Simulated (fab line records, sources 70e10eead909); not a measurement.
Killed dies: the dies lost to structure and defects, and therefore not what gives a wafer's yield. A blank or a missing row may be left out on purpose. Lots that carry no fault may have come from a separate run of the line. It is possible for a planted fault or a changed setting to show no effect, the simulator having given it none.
A lot that was struck, set against a sound lot	flow nand-harc	24 steps out of a route of 1159
Sound: the wafers L826.2, L826.3, L826.5. Struck: wafers L833.1, L833.2, L833.4. Last of all comes the cause.
At each step with rows: each side's tool, then ch and its chambers, then its first start. Under that, the readings that differ: sound wafers	struck wafers	difference of the means	sigmas: that difference in standard deviations of wafers without a fault.
alike: same words and numbers on both sides, and readings whose means sit less than 2 such deviations apart. not compared: any withheld reading, any reading some wafer has no value for, any bound like >300 that may hide the same value, and any number with overlapping values for which the record gives no deviation.
A row with sigmas, a row that says differs or no value, or rows on one side alone: a step with any of these is where the two part. Numbers that have no deviation but don't overlap get no sigmas and don't part them. A reading missing from all wafers of one side parts the sides only when that side holds two or more wafers.

NHARC_P_CONTACT_DEP_00: deposits SiO2, target thk 500 nm.
  sound: pecvd-04 ch 1,2; struck: pecvd-04 ch 0,1
  alike: chamber-pressure-Torr, flow-sccm, heater-power-w, susceptor-temp-C, throttle-valve-pct
  not compared: since-wet-clean-h
NHARC_P_CONTACT_CMP_01: polishes SiO2, target thk 200 nm.
  sound on cmp-04 ch 0,1,2, day 7 01:21; struck on cmp-01 ch 1,2,3, day 9 00:25
  alike: edge-zone-pressure-frac, motor-current-A
then, 9 steps without rows for these wafers: NHARC_P_CONTACT_SRD_03; NHARC_P_CONTACT_DEHYDRATE_04 (time 120 s); NHARC_P_CONTACT_HMDS_05 (time 30 s); NHARC_P_CONTACT_COAT_33 (time 75 s); NHARC_P_CONTACT_COAT_34 (time 65 s); NHARC_P_CONTACT_COAT_06 (resist thk 90 nm); NHARC_P_CONTACT_SOFTBAKE_07 (time 55 s); NHARC_P_CONTACT_EBR_08; NHARC_P_CONTACT_EXPOSE_09 (exposes mask P CA, target cd 90 nm).
NHARC_P_CONTACT_PEB_10: peb time 65 s.
  sound on litho-track-06 ch 0, day 7 02:06; struck on litho-track-06 ch 0, day 9 01:08
reading	sound	struck	difference	sigmas
heater-power-total-W (W)	157.1 155.8 156.4	152.9 152.1 152.7	-3.9	-9
plate-temp-C (C)	99.99 100.05 100.07	98.09 98.04 98.16	-1.94	-15
then, 1 step without rows for these wafers: NHARC_P_CONTACT_DEVELOP_11 (develop time 35 s).
NHARC_P_CONTACT_CD_MEAS_12 targets a cd of 90 nm.
  sound on cd-sem-03 ch 0, day 7 02:11; struck on cd-sem-03 ch 0, day 9 01:13
reading	sound	struck	difference	sigmas
cd-nm (nm)	89.9 90.2 90.2	84.6 84.3 84.8	-5.5	-11
NHARC_P_CONTACT_OVL_MEAS_13:
  sound: overlay-01 at day 7 02:16; struck: overlay-01 at day 9 01:18
  alike: overlay-x-nm, overlay-y-nm
NHARC_P_CONTACT_INSPECT_14:
  sound: defect-inspect-02 at day 7 02:18; struck: defect-inspect-02 at day 9 01:20
  alike: raw-defect-count
NHARC_P_CONTACT_DESCUM_17: chemistry O2, time 3 s.
  sound on rie-diel-09 ch 0,2, day 7 02:24; struck on rie-diel-09 ch 0,1,3, day 9 01:24
reading	sound	struck	difference	sigmas
model.P_CONTACT.cd-nm (nm)	89.79 90.73 89.77	84.72 84.07 84.86	-5.55	
  alike: drypump-motor-current-A, o2-flow-sccm, oes-product-au, rf-vpp-V, showerhead-plenum-p-Torr, throttle-valve-pct
  not compared: rf-hours-counter-h
NHARC_P_CONTACT_ETCH_35: etches the open film in CF4, target depth 39 nm, time 65 s.
  sound on rie-diel-09 ch 0,3, day 7 02:28; struck on rie-diel-09 ch 1,2,3, day 9 01:29
  alike: drypump-motor-current-A, oes-product-au, rf-vpp-V, showerhead-plenum-p-Torr, throttle-valve-pct
  not compared: rf-hours-counter-h
NHARC_P_CONTACT_ETCH_36: etches the open film in N2/H2, target depth 260 nm, time 406.25 s.
  sound: rie-diel-09 ch 0,2,3; struck: rie-diel-09 ch 1,2,3
  alike: drypump-motor-current-A, oes-product-au, rf-vpp-V, showerhead-plenum-p-Torr, throttle-valve-pct
  not compared: rf-hours-counter-h
NHARC_P_CONTACT_ETCH_18: etches the open film in C4F8/O2/Ar, target depth 481 nm, time 240.5 s.
  sound: rie-diel-09 ch 1,2,3; struck: rie-diel-09 ch 0,2,3
  alike: oes-product-au, rf-vpp-V
  not compared: rf-hours-counter-h
then, 1 step without rows for these wafers: NHARC_P_CONTACT_STRIP_37 (strips in C4F8/O2/Ar).
NHARC_P_CONTACT_ETCH_31: etches the open film in CH3F/O2, target depth 30 nm, time 85.7 s.
  sound: rie-diel-09 ch 0,2,3; struck: rie-diel-09 ch 0,1,2
reading	sound	struck	difference	sigmas
model.P_CONTACT.cd-nm (nm)	89.51 89.12 87.64	84.93 84.59 86.14	-3.54	
  alike: drypump-motor-current-A, o2-flow-sccm, oes-product-au, rf-vpp-V, showerhead-plenum-p-Torr, throttle-valve-pct
  not compared: rf-hours-counter-h
NHARC_P_CONTACT_CD_MEAS_19:
  sound: cd-sem-02 at day 7 03:16; struck: cd-sem-03 at day 9 02:16
reading	sound	struck	difference	sigmas
cd-nm (nm)	89.7 89.0 87.5	85.0 84.3 86.2	-3.6	-3
-- break in the record here, with 14 days between the starts of the struck wafers on either side (left off in module P_CONTACT, picked up again in module END, where the first step shown is number 1159 on the route) --
NHARC_END_SORT_01:
  the record has rows for the struck wafers here (prober-02 ch 0, day 23 01:21) and none for the sound ones

== WHERE THEY PART ==
Earliest at NHARC_P_CONTACT_PEB_10; latest, in this record, at NHARC_END_SORT_01.

WHY: what the simulator had put in
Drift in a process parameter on litho-track-06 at NHARC_P_CONTACT_PEB_10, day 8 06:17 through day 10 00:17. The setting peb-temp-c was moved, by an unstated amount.
